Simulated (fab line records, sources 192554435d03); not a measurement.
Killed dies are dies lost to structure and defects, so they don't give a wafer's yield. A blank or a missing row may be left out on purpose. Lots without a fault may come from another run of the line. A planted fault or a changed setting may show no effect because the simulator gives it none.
fab line records | flow n5_finfet
record lots=12 wafers=35 last_day=18
route steps=1938 shown BEOL_M4@1087
lots that met no fault: from a run of the same line without faults
start_h: hours from the record's first day to the start of the lot's first wafer shown | wait_h: hours since the lot's step before | " the same as in the row above | L1.1+2: a row that stands for several wafers | - no value, or no start given | * or withheld: withheld | < > ~ a bound
route shown NAME@n: a module of which the file shows steps, and the number in the route of the first | usual: mean/standard deviation of fault-free wafers | same: alike in all rows | chamber/n: place in a boat | sites: the reading at each site | _std_site: their standard deviation | _edge_site: outer sites' mean less inner sites' | radius_mm: how far each site lies from the wafer's centre | mask NAME#n: copy n | behind: the tool/chamber that last shaped the wafer | hold: why the lot was held/for how many hours/how that ended | device: the transistor (n, p or np) that didn't switch | end of line: the same wafers' tests at the end of the route | a step without rows: its recipe alone | killed: dies lost to structure and defects at the first sort, not the wafer's yield | map: a wafer's dies, x killed, . not, _ none there
set.NAME: the setting as run; set.NAME@STEP: as run at that earlier step | model.NAME: the simulator's own value behind a step, which no gauge read
steps of the route over a sample of lots; a table a step, a row a wafer
services: from which hour (start_h, from the record's first day; less than 0 if before it) a tool's chamber was out of use, for how many hours, and why
## steps
# step N5_BEOL_M4_ANNEAL_80
# recipe temp_c=400 time_s=240 ambient=vacuum
# usual heater_power_w=827/110
# columns lot.wafer tool chamber start_h wait_h heater_power_w
L758.4 pvd_sputter-01 - 163.51 0.0 845
L758.5 " - " " 791
L758.6 " - " " 863
L759.1 pvd_sputter-01 - 173.58 0.0 864
L759.2 " - " " 797
L759.6 " - " " 792
L762.1 pvd_sputter-03 - 186.90 0.0 825
L762.3 " - " " 727
L762.6 " - " " 782
L766.1 pvd_sputter-03 - 217.05 0.0 734
L766.2 " - " " 773
L766.3 " - " " 798
L769.3 pvd_sputter-03 - 240.73 0.0 709
L769.4 " - " " 816
L769.6 " - " " 791
L770.1 pvd_sputter-01 - 240.81 0.0 854
L770.4 " - " " 872
L770.5 " - " " 752
L771.2 pvd_sputter-02 - 244.89 0.0 1075
L771.5 " - " " 1052
L771.6 " - " " 831
L774.2 pvd_sputter-01 - 267.09 0.1 758
L774.4 " - " " 812
L774.6 " - " " 803
L777.1 pvd_sputter-02 - 271.04 0.0 608
L777.2 " - " " 1041
L777.5 " - " " 620
L775.1 pvd_sputter-01 - 271.45 0.0 847
L775.3 " - " " 768
L775.6 " - " " 873
L779.1 pvd_sputter-01 - 306.44 0.0 849
L779.3 " - " " 817
L780.1 pvd_sputter-03 - 310.12 0.0 780
L780.2 " - " " 742
L780.3 " - " " 804
# step N5_BEOL_M4_SPUTTER_81
# recipe material=Cu target_thk_a=45 temp_c=-20 chamber_pressure_pa=0.07 power_w=withheld time_s=8.29
# usual throttle_valve_pct=30.1/1.1
# columns lot.wafer tool chamber start_h wait_h throttle_valve_pct
L758.4 pvd_sputter-01 - 163.65 0.1 28.5
L758.5 " - " " 28.5
L758.6 " - " " 29.5
L759.1 pvd_sputter-01 - 173.72 0.1 29.6
L759.2 " - " " 28.4
L759.6 " - " " 28.5
L762.1 pvd_sputter-03 - 187.04 0.1 32.5
L762.3 " - " " 29.5
L762.6 " - " " 30.4
L766.1 pvd_sputter-03 - 217.19 0.1 29.7
L766.2 " - " " 30.4
L766.3 " - " " 29.9
L769.3 pvd_sputter-03 - 240.87 0.1 29.8
L769.4 " - " " 32.3
L769.6 " - " " 30.4
L770.1 pvd_sputter-01 - 240.95 0.1 28.9
L770.4 " - " " 29.3
L770.5 " - " " 30.0
L771.2 pvd_sputter-02 - 245.03 0.1 31.1
L771.5 " - " " 31.1
L771.6 " - " " 29.5
L774.2 pvd_sputter-01 - 267.37 0.1 30.3
L774.4 " - " " 28.0
L774.6 " - " " 28.2
L777.1 pvd_sputter-02 - 271.18 0.1 30.8
L777.2 " - " " 31.2
L777.5 " - " " 30.6
L775.1 pvd_sputter-01 - 271.59 0.1 28.6
L775.3 " - " " 30.3
L775.6 " - " " 29.5
L779.1 pvd_sputter-01 - 306.58 0.1 28.6
L779.3 " - " " 28.3
L780.1 pvd_sputter-03 - 310.26 0.1 30.4
L780.2 " - " " 29.6
L780.3 " - " " 32.5
# step N5_BEOL_M4_SPUTTER_90
# recipe material=Cu target_thk_a=45 temp_c=-20 chamber_pressure_pa=0.07 power_w=withheld time_s=8.29
# usual throttle_valve_pct=30.1/1.1
# columns lot.wafer tool chamber start_h wait_h throttle_valve_pct
L758.4 pvd_sputter-01 - 164.31 0.1 28.4
L758.5 " - " " 28.5
L758.6 " - " " 29.6
L759.1 pvd_sputter-01 - 174.38 0.1 29.4
L759.2 " - " " 28.4
L759.6 " - " " 28.5
L762.1 pvd_sputter-03 - 187.70 0.1 32.4
L762.3 " - " " 29.7
L762.6 " - " " 30.6
L766.1 pvd_sputter-03 - 217.85 0.1 29.8
L766.2 " - " " 30.3
L766.3 " - " " 30.1
L769.3 pvd_sputter-03 - 241.53 0.1 29.8
L769.4 " - " " 32.2
L769.6 " - " " 30.3
L770.1 pvd_sputter-01 - 241.61 0.1 28.6
L770.4 " - " " 29.1
L770.5 " - " " 30.4
L771.2 pvd_sputter-02 - 245.69 0.1 31.2
L771.5 " - " " 31.2
L771.6 " - " " 29.8
L774.2 pvd_sputter-01 - 268.69 0.1 30.1
L774.4 " - " " 28.4
L774.6 " - " " 28.6
L777.1 pvd_sputter-02 - 271.84 0.1 30.9
L777.2 " - " " 31.3
L777.5 " - " " 30.6
L775.1 pvd_sputter-01 - 272.25 0.1 28.5
L775.3 " - " " 30.5
L775.6 " - " " 29.2
L779.1 pvd_sputter-01 - 307.24 0.1 28.6
L779.3 " - " " 28.5
L780.1 pvd_sputter-03 - 310.92 0.1 30.5
L780.2 " - " " 29.7
L780.3 " - " " 32.2
# step N5_BEOL_M4_CMP_52
# recipe stop_on=SiOC t_overpolish_s=6.8 down_force_psi=1 platen_rpm=50 clearing_platen_down_force_psi=1.5 clearing_platen_rpm=50 post_cmp_clean=cu_alkaline target_thk_nm=40 clearing_platen_pad_velocity_m_s=0.99484 pad_velocity_m_s=0.99484
# usual barrier_field_endpoint_s=24.6/0.72 motor_current_A=5.7/0.65 overpolish_run_s=6.801/0.0091 platen_rpm=50.00/0.035 retaining_ring_pressure_frac=1.000/0.0055 time_to_endpoint_s=62/3.6
# columns lot.wafer tool chamber start_h wait_h barrier_field_endpoint_s motor_current_A overpolish_run_s platen_rpm retaining_ring_pressure_frac time_to_endpoint_s
L758.4 cmp-04 0 165.54 0.2 23.6 5.3 6.812 50.07 0.993 59
L758.5 " 2 " " 24.7 4.7 6.808 50.06 0.994 60
L758.6 " 3 " " 25.0 6.1 6.796 50.03 1.003 65
L759.1 cmp-01 2 175.54 0.3 25.1 6.1 6.795 49.97 0.996 60
L759.2 " 3 " " 23.5 6.9 6.812 50.07 0.998 57
L759.6 " 3 " " 24.1 6.9 6.811 49.98 0.996 59
L762.1 cmp-02 2 188.89 0.3 24.4 6.1 6.802 50.05 1.002 63
L762.3 " 3 " " 23.7 5.7 6.802 49.98 0.994 58
L762.6 " 2 " " 23.7 6.2 6.789 49.93 1.013 57
L766.3 cmp-02 0 219.00 0.2 31.3 5.8 6.793 49.98 1.004 81
L766.2 " 1 " " 24.6 6.3 6.806 50.01 0.996 63
L766.1 " 3 " " 24.3 5.5 6.807 50.01 0.999 63
L769.4 cmp-02 0 242.69 0.1 31.1 5.5 6.799 50.00 1.011 75
L769.3 " 2 " " 24.5 6.2 6.792 50.02 1.007 60
L769.6 " 1 " " 24.4 5.9 6.793 50.00 0.998 60
L770.1 cmp-01 2 242.83 0.3 25.2 5.8 6.821 50.03 0.997 67
L770.4 " 3 " " 25.6 6.9 6.801 49.98 1.005 70
L770.5 " 2 " " 25.9 6.0 6.790 50.03 1.004 69
L771.2 cmp-01 2 246.84 0.2 25.8 5.9 6.797 49.98 1.002 73
L771.5 " 2 " " 25.7 5.9 6.809 50.03 0.995 67
L771.6 " 3 " " 25.0 6.4 6.807 50.03 1.002 64
L774.2 cmp-04 3 270.89 0.4 25.1 6.7 6.801 49.99 1.001 65
L774.4 " 1 " " 23.8 5.3 6.794 49.99 1.005 56
L774.6 " 3 " " 25.6 6.4 6.801 49.98 0.997 63
L775.3 cmp-04 0 273.57 0.2 24.0 5.0 6.785 50.01 0.998 54
L775.1 " 1 " " 23.3 5.3 6.786 49.99 1.006 56
L775.6 " 1 " " 23.8 5.4 6.793 49.97 1.006 58
L777.1 cmp-01 3 273.64 0.6 25.0 7.0 6.800 50.08 0.991 70
L777.2 " 0 " " 24.0 5.0 6.815 50.01 0.996 63
L777.5 " 1 " " 25.1 5.2 6.804 50.01 1.002 66
L779.3 cmp-04 2 308.44 0.2 23.1 4.7 6.809 49.94 1.001 60
L779.1 " 0 " " 22.6 5.1 6.798 50.00 1.004 59
L780.2 cmp-04 0 312.11 0.2 24.3 5.0 6.801 50.02 1.004 60
L780.3 " 2 " " 25.1 4.6 6.823 50.02 0.997 61
L780.1 " 3 " " 25.2 6.8 6.813 49.95 0.995 67
## services
# columns tool chamber start_h hours kind
cmp-04 - 175.32 3.3 pm
cmp-04 - 207.03 0.2 repair
cmp-01 - 217.11 4.0 pm
cmp-01 - 221.11 - consumable_replace:conditioner
cmp-01 - 221.11 - consumable_replace:pad
cmp-02 - 231.24 1.0 repair
cmp-04 - 242.01 0.8 repair
cmp-04 - 243.86 0.6 repair
cmp-04 - 247.10 2.6 repair
cmp-04 - 260.68 1.5 repair
cmp-02 - 263.74 0.5 repair
cmp-01 - 278.69 4.5 pm
cmp-02 - 281.88 4.0 pm
cmp-04 - 284.24 1.4 repair
cmp-02 - 285.88 - consumable_replace:conditioner
cmp-02 - 285.88 - consumable_replace:pad
cmp-04 - 286.17 0.3 repair
cmp-02 - 297.47 12.5 pm
cmp-04 - 301.55 3.6 pm
cmp-04 - 305.61 1.6 repair
## key
first_sign step=N5_BEOL_M4_CMP_52 reading=barrier_field_endpoint_s direction=up sigmas=9.1 usual=24.6 struck=31.2
effect step=N5_BEOL_M4_CMP_52 reading=time_to_endpoint_s direction=up sigmas=4.5 usual=* struck=*
met_at N5_BEOL_M4_CMP_52
struck_lots L766,L769
struck_wafers L766.3,L769.4
not_acting_at N5_BEOL_M4_ANNEAL_80,N5_BEOL_M4_SPUTTER_81,N5_BEOL_M4_SPUTTER_90
fault kind=process_parameter_drift tool=cmp-02 chamber=0 onset_h=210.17 steps=N5_BEOL_M4_CMP_52 channel=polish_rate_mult offset=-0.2 shape=step end_h=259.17
